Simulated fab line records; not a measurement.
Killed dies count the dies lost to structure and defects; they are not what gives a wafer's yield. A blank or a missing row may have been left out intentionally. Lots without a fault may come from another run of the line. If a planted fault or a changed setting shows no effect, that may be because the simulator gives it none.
Which tool was responsible? + flow n5Finfet + 20 lots, 60 wafers sampled, at 6 steps of a route of 1938

WHAT THE GAUGES READ, wafer by wafer
N5_BEOL_M9_OVL_MEAS_29.
| lot  | measured     | on         | V8_OVL (nm)    |
|------|--------------|------------|----------------|
| L074 | day 10 05:04 | overlay-01 | -0.6 -0.4 0.0  |
| L075 | day 10 15:52 | overlay-02 | -0.3 0.3 -0.3  |
| L079 | day 11 18:57 | overlay-01 | -0.7 -0.9 -0.4 |
| L078 | day 11 19:00 | overlay-02 | -0.6 -1.2 -0.9 |
| L080 | day 11 21:36 | overlay-02 | -0.4 0.1 0.1   |
| L082 | day 12 07:08 | overlay-02 | -0.8 -2.0 -1.3 |
| L081 | day 12 07:20 | overlay-02 | -1.8 -1.3 -0.7 |
| L083 | day 12 10:58 | overlay-02 | -1.0 -1.8 -0.5 |
| L084 | day 12 17:01 | overlay-02 | 0.2 -0.8 -0.7  |
| L087 | day 13 09:55 | overlay-01 | 0.1 0.2 0.2    |
| L086 | day 13 11:18 | overlay-02 | -0.5 -0.7 -0.9 |
| L089 | day 14 00:46 | overlay-02 | 0.0 0.4 0.5    |
| L088 | day 14 06:32 | overlay-01 | -0.8 -0.6 -0.5 |
| L092 | day 14 18:17 | overlay-02 | 0.3 0.4 0.8    |
| L093 | day 14 18:06 | overlay-01 | 0.0 0.5 -0.9   |
| L091 | day 15 12:38 | overlay-02 | -1.1 -0.8 -0.5 |
| L094 | day 15 15:00 | overlay-02 | -1.6 0.0 0.3   |
| L096 | day 15 17:08 | overlay-01 | 0.1 -0.9 0.8   |
| L095 | day 15 20:19 | overlay-02 | -1.1 0.4 -0.3  |
| L097 | day 16 03:14 | overlay-02 | -0.9 -1.2 -1.4 |

WHICH TOOL RAN EACH LOT (tool, then ch and the chambers of the sampled wafers, then the start)
| lot  | N5_BEOL_M8_ETCH_41                           | N5_BEOL_M8_STRIP_80                          | N5_BEOL_M9_HM_DEP_02        | N5_BEOL_M9_ETCH_62                | N5_BEOL_M9_HM_OPEN_17            |
|------|----------------------------------------------|----------------------------------------------|-----------------------------|-----------------------------------|----------------------------------|
| L074 | rieDiel-01 ch 1,2, day 10 02:33 or earlier   | rieDiel-01 ch 1,2, day 10 02:33 or earlier   | pvdSputter-02, day 10 02:33 | rieDiel-06 ch 1,2,3, day 10 03:13 | rieMetal-01 ch 0,1, day 10 03:26 |
| L075 | rieDiel-05 ch 0,1, day 10 13:07 or earlier   | rieDiel-05 ch 0,1, day 10 13:07 or earlier   | pvdSputter-02, day 10 13:07 | rieDiel-03 ch 0,1, day 10 13:49   | rieMetal-02 ch 0,1, day 10 13:59 |
| L079 | rieDiel-02 ch 0,1, day 11 16:17 or earlier   | rieDiel-02 ch 0,1, day 11 16:17 or earlier   | pvdSputter-03, day 11 16:17 | rieDiel-04 ch 0,3, day 11 17:07   | rieMetal-03 ch 0,1, day 11 17:18 |
| L078 | rieDiel-02 ch 0,1,2, day 11 16:23 or earlier | rieDiel-02 ch 0,1,2, day 11 16:23 or earlier | pvdSputter-01, day 11 16:23 | rieDiel-06 ch 1,2,3, day 11 17:09 | rieMetal-01 ch 0,1, day 11 17:20 |
| L080 | rieDiel-01 ch 2,3, day 11 19:59 or earlier   | rieDiel-01 ch 2,3, day 11 19:59 or earlier   | pvdSputter-02, day 11 19:59 | rieDiel-03 ch 0,1, day 11 20:35   | rieMetal-02 ch 0,1, day 11 20:47 |
| L082 | rieDiel-01 ch 0,1,3, day 12 05:37 or earlier | rieDiel-01 ch 0,1,3, day 12 05:37 or earlier | pvdSputter-02, day 12 05:37 | rieDiel-04 ch 0,1,3, day 12 06:16 | rieMetal-02 ch 0,1, day 12 06:27 |
| L081 | rieDiel-05 ch 0,3, day 12 05:50 or earlier   | rieDiel-05 ch 0,3, day 12 05:50 or earlier   | pvdSputter-02, day 12 05:50 | rieDiel-06 ch 1,3, day 12 06:23   | rieMetal-01 ch 0,1, day 12 06:37 |
| L083 | rieDiel-01 ch 0,2, day 12 08:47 or earlier   | rieDiel-01 ch 0,2, day 12 08:47 or earlier   | pvdSputter-03, day 12 08:47 | rieDiel-03 ch 0,2, day 12 09:28   | rieMetal-02 ch 0,1, day 12 09:38 |
| L084 | rieDiel-02 ch 0,1, day 12 15:32 or earlier   | rieDiel-02 ch 0,1, day 12 15:32 or earlier   | pvdSputter-01, day 12 15:32 | rieDiel-03 ch 1,3, day 12 16:12   | rieMetal-03 ch 0, day 12 16:23   |
| L087 | rieDiel-01 ch 0,1,3, day 13 07:37 or earlier | rieDiel-01 ch 0,1,3, day 13 07:37 or earlier | pvdSputter-01, day 13 07:37 | rieDiel-04 ch 0,1, day 13 08:09   | rieMetal-03 ch 0,1, day 13 08:20 |
| L086 | rieDiel-02 ch 0,1,3, day 13 09:29 or earlier | rieDiel-02 ch 0,1,3, day 13 09:29 or earlier | pvdSputter-01, day 13 09:29 | rieDiel-03 ch 0,3, day 13 10:35   | rieMetal-01 ch 0,1, day 13 10:47 |
| L089 | rieDiel-01 ch 1,2, day 13 22:50 or earlier   | rieDiel-01 ch 1,2, day 13 22:50 or earlier   | pvdSputter-03, day 13 22:50 | rieDiel-04 ch 0,1,3, day 13 23:31 | rieMetal-03 ch 0,1, day 13 23:42 |
| L088 | rieDiel-05 ch 2,3, day 14 02:44 or earlier   | rieDiel-05 ch 2,3, day 14 02:44 or earlier   | pvdSputter-02, day 14 02:44 | rieDiel-06 ch 0,2, day 14 03:29   | rieMetal-03 ch 1, day 14 03:41   |
| L092 | rieDiel-02 ch 0,1,3, day 14 14:39 or earlier | rieDiel-02 ch 0,1,3, day 14 14:39 or earlier | pvdSputter-03, day 14 14:39 | rieDiel-03 ch 0,1,3, day 14 15:23 | rieMetal-01 ch 0,1, day 14 15:34 |
| L093 | rieDiel-02 ch 1,2,3, day 14 14:33 or earlier | rieDiel-02 ch 1,2,3, day 14 14:33 or earlier | pvdSputter-03, day 14 14:33 | rieDiel-04 ch 0,1,2, day 14 15:15 | rieMetal-02 ch 0,1, day 14 15:26 |
| L091 | rieDiel-02 ch 1,2,3, day 15 09:51 or earlier | rieDiel-02 ch 1,2,3, day 15 09:51 or earlier | pvdSputter-01, day 15 09:51 | rieDiel-04 ch 0,3, day 15 11:41   | rieMetal-01 ch 0,1, day 15 11:52 |
| L094 | rieDiel-02 ch 1,2,3, day 15 13:19 or earlier | rieDiel-02 ch 1,2,3, day 15 13:19 or earlier | pvdSputter-01, day 15 13:19 | rieDiel-03 ch 0,1,3, day 15 14:02 | rieMetal-03 ch 0,1, day 15 14:15 |
| L096 | rieDiel-02 ch 2,3, day 15 13:53 or earlier   | rieDiel-02 ch 2,3, day 15 13:53 or earlier   | pvdSputter-01, day 15 13:53 | rieDiel-04 ch 2,3, day 15 14:37   | rieMetal-03 ch 0,1, day 15 14:50 |
| L095 | rieDiel-05 ch 0,1,3, day 15 18:07 or earlier | rieDiel-05 ch 0,1,3, day 15 18:07 or earlier | pvdSputter-01, day 15 18:07 | rieDiel-04 ch 2,3, day 15 19:32   | rieMetal-01 ch 0,1, day 15 19:44 |
| L097 | rieDiel-05 ch 0,3, day 16 00:12 or earlier   | rieDiel-05 ch 0,3, day 16 00:12 or earlier   | pvdSputter-01, day 16 00:12 | rieDiel-03 ch 0,1,3, day 16 00:53 | rieMetal-01 ch 0,1, day 16 01:05 |
- N5_BEOL_M8_ETCH_41: etches SiCN in CH3F/O2, target depth 31.9 nm, time 57.8 s.
- N5_BEOL_M8_STRIP_80: strips in N2/H2, time 10 s.
- N5_BEOL_M9_HM_DEP_02: deposits TiN, target thk 20 nm.
- N5_BEOL_M9_ETCH_62: etches SOC in N2/H2, target depth 110 nm, overetch 22 nm, time 165 s.
- N5_BEOL_M9_HM_OPEN_17: chemistry Cl2/BCl3, target TiN, target depth 20 nm, overetch 6 nm.

AS READ BY THE TOOLS THEMSELVES (means over the sampled wafers that have a number; for cases with no such wafer, the mark the record gives instead)
N5_BEOL_M8_ETCH_41.
| lot  | tool       | chamberPressureMTorr (mTorr) | drypumpMotorCurrentA (A) | mfcArSccm (sccm) | oesProductAu (a.u.) | rfVppV (V) | showerheadPlenumPTorr (Torr) | throttleValvePct (%) |
|------|------------|------------------------------|--------------------------|------------------|---------------------|------------|------------------------------|----------------------|
| L074 | rieDiel-01 | 29.985                       | 6.2                      | 149.8            | 0.87                | 298.3      | 2.05                         | 16.07                |
| L075 | rieDiel-05 | 30.004                       | 5.9                      | 149.7            | 0.72                | 297.6      | 1.98                         | 16.60                |
| L079 | rieDiel-02 | 29.991                       | 5.7                      | 150.1            | 0.71                | 295.9      | 1.93                         | 16.44                |
| L078 | rieDiel-02 | 30.014                       | 5.6                      | 150.1            | 0.74                | 296.1      | 1.97                         | 16.48                |
| L080 | rieDiel-01 | 30.012                       | 5.7                      | 149.9            | 0.74                | 298.3      | 2.00                         | 16.49                |
| L082 | rieDiel-01 | 30.006                       | 6.2                      | 149.7            | 0.85                | 299.2      | 2.05                         | 16.22                |
| L081 | rieDiel-05 | 30.008                       | 5.9                      | 149.4            | 0.88                | 297.7      | 2.01                         | 16.09                |
| L083 | rieDiel-01 | 29.981                       | 5.9                      | 150.4            | 0.80                | 299.9      | 2.08                         | 16.65                |
| L084 | rieDiel-02 | 30.015                       | 5.5                      | 150.0            | 0.70                | 297.2      | 1.95                         | 16.58                |
| L087 | rieDiel-01 | 29.980                       | 6.2                      | 149.6            | 0.83                | 298.7      | 2.05                         | 16.23                |
| L086 | rieDiel-02 | 29.999                       | 5.7                      | 150.1            | 0.75                | 296.5      | 1.94                         | 16.46                |
| L089 | rieDiel-01 | 29.976                       | 6.0                      | 150.2            | 0.77                | 298.1      | 2.05                         | 16.46                |
| L088 | rieDiel-05 | 29.986                       | 5.8                      | 150.4            | 0.76                | 296.9      | 1.99                         | 16.28                |
| L092 | rieDiel-02 | 30.012                       | 5.7                      | 149.9            | 0.75                | 295.7      | 1.93                         | 16.48                |
| L093 | rieDiel-02 | 30.028                       | 5.9                      | 149.7            | 0.77                | 296.8      | 1.95                         | 16.40                |
| L091 | rieDiel-02 | 29.991                       | 5.8                      | 150.4            | 0.76                | 296.5      | 1.95                         | 16.42                |
| L094 | rieDiel-02 | 29.995                       | 5.8                      | 150.2            | 0.76                | 296.1      | 1.95                         | 16.42                |
| L096 | rieDiel-02 | 30.002                       | 5.8                      | 150.1            | 0.80                | 297.3      | 1.96                         | 16.40                |
| L095 | rieDiel-05 | 29.990                       | 5.6                      | 150.1            | 0.84                | 297.2      | 2.00                         | 16.30                |
| L097 | rieDiel-05 | 29.996                       | 6.1                      | 149.5            | 0.76                | 296.9      | 1.95                         | 16.38                |

N5_BEOL_M8_STRIP_80.
| lot  | tool       | chamberPressureMTorr (mTorr) | drypumpMotorCurrentA (A) | oesProductAu (a.u.) | rfVppV (V) | showerheadPlenumPTorr (Torr) | tempC (C) | throttleValvePct (%) |
|------|------------|------------------------------|--------------------------|---------------------|------------|------------------------------|-----------|----------------------|
| L074 | rieDiel-01 | 20.008                       | 6.2                      | 0.86                | 58.2       | 2.63                         | 40.03     | 23.5                 |
| L075 | rieDiel-05 | 19.990                       | 5.8                      | 0.72                | 59.3       | 2.50                         | 40.00     | 23.9                 |
| L079 | rieDiel-02 | 20.014                       | 5.7                      | 0.72                | 59.0       | 2.48                         | 40.07     | 24.2                 |
| L078 | rieDiel-02 | 20.000                       | 5.6                      | 0.74                | 59.1       | 2.52                         | 39.97     | 24.1                 |
| L080 | rieDiel-01 | 20.019                       | 5.7                      | 0.74                | 59.7       | 2.55                         | 40.04     | 23.9                 |
| L082 | rieDiel-01 | 20.025                       | 6.2                      | 0.85                | 58.9       | 2.62                         | 40.05     | 23.6                 |
| L081 | rieDiel-05 | 19.989                       | 5.9                      | 0.90                | 59.4       | 2.55                         | 39.84     | 23.3                 |
| L083 | rieDiel-01 | 20.005                       | 5.9                      | 0.79                | 58.8       | 2.65                         | 40.00     | 24.1                 |
| L084 | rieDiel-02 | 20.012                       | 5.5                      | 0.72                | 59.0       | 2.50                         | 39.96     | 24.4                 |
| L087 | rieDiel-01 | 20.007                       | 6.2                      | 0.83                | 59.7       | 2.61                         | 39.91     | 23.6                 |
| L086 | rieDiel-02 | 20.010                       | 5.7                      | 0.76                | 58.5       | 2.48                         | 39.94     | 24.2                 |
| L089 | rieDiel-01 | 19.998                       | 6.0                      | 0.76                | 59.5       | 2.62                         | 40.02     | 23.9                 |
| L088 | rieDiel-05 | 20.016                       | 5.8                      | 0.75                | 59.1       | 2.51                         | 40.15     | 23.1                 |
| L092 | rieDiel-02 | 19.995                       | 5.7                      | 0.75                | 58.6       | 2.48                         | 39.99     | 24.2                 |
| L093 | rieDiel-02 | 20.016                       | 5.8                      | 0.77                | 59.3       | 2.50                         | 39.91     | 23.9                 |
| L091 | rieDiel-02 | 19.996                       | 5.9                      | 0.76                | 60.5       | 2.49                         | 40.02     | 23.9                 |
| L094 | rieDiel-02 | 20.002                       | 5.8                      | 0.76                | 59.0       | 2.49                         | 40.03     | 23.9                 |
| L096 | rieDiel-02 | 20.002                       | 5.9                      | 0.81                | 58.6       | 2.50                         | 39.99     | 23.8                 |
| L095 | rieDiel-05 | 19.997                       | 5.6                      | 0.84                | 59.1       | 2.53                         | 39.95     | 23.6                 |
| L097 | rieDiel-05 | 19.985                       | 6.1                      | 0.76                | 59.9       | 2.47                         | 40.03     | 23.6                 |

N5_BEOL_M9_HM_DEP_02.
| lot  | tool          | throttleValvePct (%) |
|------|---------------|----------------------|
| L074 | pvdSputter-02 | 30.0                 |
| L075 | pvdSputter-02 | 30.2                 |
| L079 | pvdSputter-03 | 30.3                 |
| L078 | pvdSputter-01 | 30.4                 |
| L080 | pvdSputter-02 | 30.1                 |
| L082 | pvdSputter-02 | 30.2                 |
| L081 | pvdSputter-02 | 29.9                 |
| L083 | pvdSputter-03 | 30.3                 |
| L084 | pvdSputter-01 | 28.5                 |
| L087 | pvdSputter-01 | 29.9                 |
| L086 | pvdSputter-01 | 29.7                 |
| L089 | pvdSputter-03 | 29.7                 |
| L088 | pvdSputter-02 | 30.3                 |
| L092 | pvdSputter-03 | 30.0                 |
| L093 | pvdSputter-03 | 29.2                 |
| L091 | pvdSputter-01 | 29.2                 |
| L094 | pvdSputter-01 | 29.2                 |
| L096 | pvdSputter-01 | 30.2                 |
| L095 | pvdSputter-01 | 29.3                 |
| L097 | pvdSputter-01 | 29.5                 |

N5_BEOL_M9_ETCH_62.
| lot  | tool       | chamberPressureMTorr (mTorr) | drypumpMotorCurrentA (A) | oesProductAu (a.u.) | rfVppV (V) | showerheadPlenumPTorr (Torr) | tempC (C) | throttleValvePct (%) |
|------|------------|------------------------------|--------------------------|---------------------|------------|------------------------------|-----------|----------------------|
| L074 | rieDiel-06 | 30.042                       | 6.0                      | 0.65                | 524.0      | 2.54                         | 40.00     | 17.92                |
| L075 | rieDiel-03 | 30.021                       | 5.3                      | 0.70                | 526.9      | 2.64                         | 40.06     | 17.89                |
| L079 | rieDiel-04 | 30.024                       | 5.4                      | 0.68                | 522.8      | 2.50                         | 40.02     | 17.99                |
| L078 | rieDiel-06 | 29.981                       | 6.0                      | 0.64                | 524.1      | 2.53                         | 40.01     | 17.94                |
| L080 | rieDiel-03 | 29.996                       | 5.3                      | 0.69                | 526.2      | 2.63                         | 39.98     | 17.91                |
| L082 | rieDiel-04 | 30.007                       | 5.5                      | 0.63                | 522.3      | 2.50                         | 40.11     | 17.97                |
| L081 | rieDiel-06 | 29.997                       | 6.0                      | 0.68                | 524.6      | 2.56                         | 39.97     | 17.91                |
| L083 | rieDiel-03 | 30.024                       | 5.2                      | 0.65                | 522.5      | 2.52                         | 40.06     | 17.88                |
| L084 | rieDiel-03 | 30.011                       | 5.7                      | 0.72                | 526.8      | 2.66                         | 39.87     | 18.03                |
| L087 | rieDiel-04 | 30.002                       | 5.7                      | 0.59                | 523.2      | 2.52                         | 40.00     | 18.14                |
| L086 | rieDiel-03 | 29.997                       | 6.0                      | 0.67                | 525.0      | 2.58                         | 39.97     | 18.31                |
| L089 | rieDiel-04 | 29.994                       | 5.4                      | 0.62                | 522.4      | 2.50                         | 40.15     | 18.01                |
| L088 | rieDiel-06 | 29.987                       | 5.8                      | 0.74                | 522.5      | 2.47                         | 39.99     | 17.61                |
| L092 | rieDiel-03 | 29.996                       | 5.6                      | 0.67                | 524.5      | 2.60                         | 39.94     | 18.13                |
| L093 | rieDiel-04 | 29.993                       | 5.6                      | 0.65                | 524.5      | 2.58                         | 40.02     | 18.12                |
| L091 | rieDiel-04 | 29.968                       | 5.4                      | 0.65                | 521.5      | 2.48                         | 40.12     | 18.04                |
| L094 | rieDiel-03 | 29.984                       | 5.6                      | 0.66                | 525.4      | 2.60                         | 39.88     | 18.15                |
| L096 | rieDiel-04 | 30.002                       | 5.3                      | 0.71                | 523.2      | 2.55                         | 39.90     | 18.00                |
| L095 | rieDiel-04 | 29.993                       | 5.4                      | 0.71                | 524.3      | 2.55                         | 40.12     | 17.99                |
| L097 | rieDiel-03 | 30.002                       | 5.6                      | 0.65                | 524.4      | 2.60                         | 39.98     | 18.16                |

N5_BEOL_M9_HM_OPEN_17.
| lot  | tool        | chamberPressureMTorr (mTorr) | drypumpMotorCurrentA (A) | mfcArSccm (sccm) | oesProductAu (a.u.) | throttleValvePct (%) |
|------|-------------|------------------------------|--------------------------|------------------|---------------------|----------------------|
| L074 | rieMetal-01 | 10.002                       | 5.1                      | 25.04            | 0.71                | 21.90                |
| L075 | rieMetal-02 | 10.009                       | 6.4                      | 25.00            | 0.63                | 22.01                |
| L079 | rieMetal-03 | 9.998                        | 5.7                      | 24.97            | 0.81                | 22.24                |
| L078 | rieMetal-01 | 9.987                        | 5.6                      | 24.95            | 0.66                | 21.90                |
| L080 | rieMetal-02 | 10.005                       | 6.4                      | 24.91            | 0.63                | 22.01                |
| L082 | rieMetal-02 | 10.007                       | 6.4                      | 24.90            | 0.62                | 22.01                |
| L081 | rieMetal-01 | 10.003                       | 5.6                      | 25.04            | 0.64                | 21.91                |
| L083 | rieMetal-02 | 9.995                        | 6.4                      | 24.97            | 0.62                | 22.00                |
| L084 | rieMetal-03 | 10.006                       | 5.8                      | 25.04            | 0.77                | 22.45                |
| L087 | rieMetal-03 | 9.987                        | 5.6                      | 24.90            | 0.76                | 22.27                |
| L086 | rieMetal-01 | 10.003                       | 5.6                      | 24.98            | 0.64                | 21.89                |
| L089 | rieMetal-03 | 10.007                       | 5.5                      | 25.03            | 0.76                | 22.09                |
| L088 | rieMetal-03 | 10.001                       | 5.4                      | 24.96            | 0.76                | 21.93                |
| L092 | rieMetal-01 | 10.000                       | 5.6                      | 25.01            | 0.64                | 21.88                |
| L093 | rieMetal-02 | 10.009                       | 6.2                      | 25.03            | 0.69                | 22.06                |
| L091 | rieMetal-01 | 10.001                       | 5.1                      | 24.95            | 0.68                | 21.95                |
| L094 | rieMetal-03 | 10.002                       | 5.7                      | 25.01            | 0.73                | 22.30                |
| L096 | rieMetal-03 | 9.996                        | 5.7                      | 25.05            | 0.75                | 22.28                |
| L095 | rieMetal-01 | 10.004                       | 5.6                      | 25.01            | 0.62                | 21.92                |
| L097 | rieMetal-01 | 10.000                       | 5.6                      | 25.07            | 0.62                | 21.94                |

THE ANSWER, worked out from the rows above alone
Rule: the lots themselves supply what counts as usual. The widest of any qualifying gaps counts: lots, ordered by their means at a reading, are off when they make up no more than a third of the lots, leave a main group of 4 or more, and stand apart from it by 3 or more times the standard deviation of that group's means. A main group whose means are all the same, to the digits that the tables above print for the reading, isn't used. Also off: a lot with no number at a reading for which 4 or more lots have one. The other lots that the step has rows for count as sound. The gauges are gone through in route order, then the tools' own readings, and for those a lot's mean is taken as printed above. At the first step where some lot is off, the reading lying furthest off is the one used; lots without a number count as furthest.
No lot is off at any reading shown: from this, nothing can be told.

WHAT WAS PUT IN BY THE SIMULATOR
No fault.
